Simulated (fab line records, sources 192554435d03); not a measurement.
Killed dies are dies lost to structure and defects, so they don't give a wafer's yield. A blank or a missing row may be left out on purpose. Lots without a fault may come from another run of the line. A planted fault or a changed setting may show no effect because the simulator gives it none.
Split-lot experiment | flow n5_finfet | 7 lots, 21 wafers read, on a route of 1938 steps

THE SPLIT
At N5_PMOS_HMC_CHANNEL_EPI_COAT_31 (time 60 s, resist thk 66 nm), the setting spin_rpm was moved away from the recipe's 1500 rpm on 7 of the 21 wafers read, by -7.1% to +8.4%. The other wafers ran this setting at the recipe's value.

FROM THE SPLIT TO THE READING: what the file shows between them, 1 step
- N5_PMOS_HMC_CHANNEL_EPI_DESCUM_14: chemistry O2, time 7.9 s (also split here: time_s)

THE READING
etch.depth_nm (the simulator's own value, which no gauge read), in nm, at N5_PMOS_HMC_CHANNEL_EPI_ETCH_32 (etches BARC in N2/H2, stops on SiO2, target depth 85.8 nm, time 50.3 s). The file gives no usual value for it. The 14 wafers here that ran the recipe average 66.06 nm, standard deviation 0.13 nm.

wafer  | tool, chamber at the split | spin_rpm as run, rpm | against the recipe | etch.depth_nm, nm | against lot-mates on the recipe
L074.1 | litho_track-03, 0          | 1500                 | recipe             | 65.86             | -
L074.3 | litho_track-03, 0          | 1398                 | -6.8%              | 68.13             | +2.27
L074.5 | litho_track-03, 0          | 1398                 | -6.8%              | 68.28             | +2.42
L075.3 | litho_track-04, 0          | 1500                 | recipe             | 66.06             | -
L075.4 | litho_track-04, 0          | 1598                 | +6.5%              | 63.91             | -2.25
L075.5 | litho_track-04, 0          | 1500                 | recipe             | 66.26             | -
L082.2 | litho_track-03, 0          | 1500                 | recipe             | 65.9              | -
L082.3 | litho_track-03, 0          | 1626                 | +8.4%              | 63.49             | -2.45
L082.4 | litho_track-03, 0          | 1500                 | recipe             | 65.97             | -
L087.1 | litho_track-05, 0          | 1394                 | -7.1%              | 68.37             | +2.31
L087.4 | litho_track-05, 0          | 1500                 | recipe             | 66.02             | -
L087.5 | litho_track-05, 0          | 1500                 | recipe             | 66.09             | -
L090.2 | litho_track-04, 0          | 1500                 | recipe             | 66.28             | -
L090.3 | litho_track-04, 0          | 1579                 | +5.3%              | 64.47             | -1.81
L090.4 | litho_track-04, 0          | 1579                 | +5.3%              | 64.58             | -1.70
L094.3 | litho_track-03, 0          | 1500                 | recipe             | 66.18             | -
L094.5 | litho_track-03, 0          | 1500                 | recipe             | 66.18             | -
L094.4 | litho_track-03, 0          | 1500                 | recipe             | 66.09             | -
L097.1 | litho_track-05, 0          | 1500                 | recipe             | 66.1              | -
L097.2 | litho_track-05, 0          | 1500                 | recipe             | 65.9              | -
L097.4 | litho_track-05, 0          | 1500                 | recipe             | 65.97             | -

THE FIT
A straight line over all 21 wafers: etch.depth_nm changes by -0.313 nm for each +1% of spin_rpm; r = -1.00; the points scatter about the line by 0.12 nm.
The same after taking each lot's own level away (the mean of its wafers on the recipe; 21 wafers): -0.328 nm for each +1%; r = -1.00; scatter 0.1 nm.
On that fit, the largest move of spin_rpm shifts the reading by 2.8 nm.
The lots' own levels span 65.860 to 66.280 nm, that is 3.3 times the standard deviation above.
So the lot-to-lot level changes the slope little: the two slopes agree.
Check: with one of the wafers moved furthest among these (+8.4%) left out of the fit, the line predicts -2.84 nm for it against its lot-mates. It came out at -2.45 nm against them.

OTHER SPLITS ON THESE WAFERS
These wafers also went through other splits before the reading. Each is held against what the fit with the lots' levels taken away leaves over:
other split on the same wafers           | wafers away from the commonest value | r with etch.depth_nm (lot level and that fit taken away)
N5_WELL_APT_COAT_02 spin_rpm             | 9                                    | -0.42
N5_PMOS_HMC_CHANNEL_EPI_DESCUM_14 time_s | 9                                    | -0.34

THE WHOLE CHAIN: every reading that the file lists as answering this split, in the file's order
step                            | what it does                                                           | reading                                                                                      | change (the file's fit)               | r (the file's)
N5_PMOS_HMC_CHANNEL_EPI_COAT_31 | time 60 s, resist thk 66 nm                                            | BARC_of_PMOS_HMC_CHANNEL_EPI_COAT_31.thk_nm (the simulator's own value, which no gauge read) | -0.324 nm for each +1% of the setting | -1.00
N5_PMOS_HMC_CHANNEL_EPI_ETCH_32 | etches BARC in N2/H2, stops on SiO2, target depth 85.8 nm, time 50.3 s | etch.depth_nm (the simulator's own value, which no gauge read)                               | -0.324 nm for each +1% of the setting | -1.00

THE FILE'S OWN FIT
etch.depth_nm changes by -0.324 nm for each +1% of spin_rpm, r = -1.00.
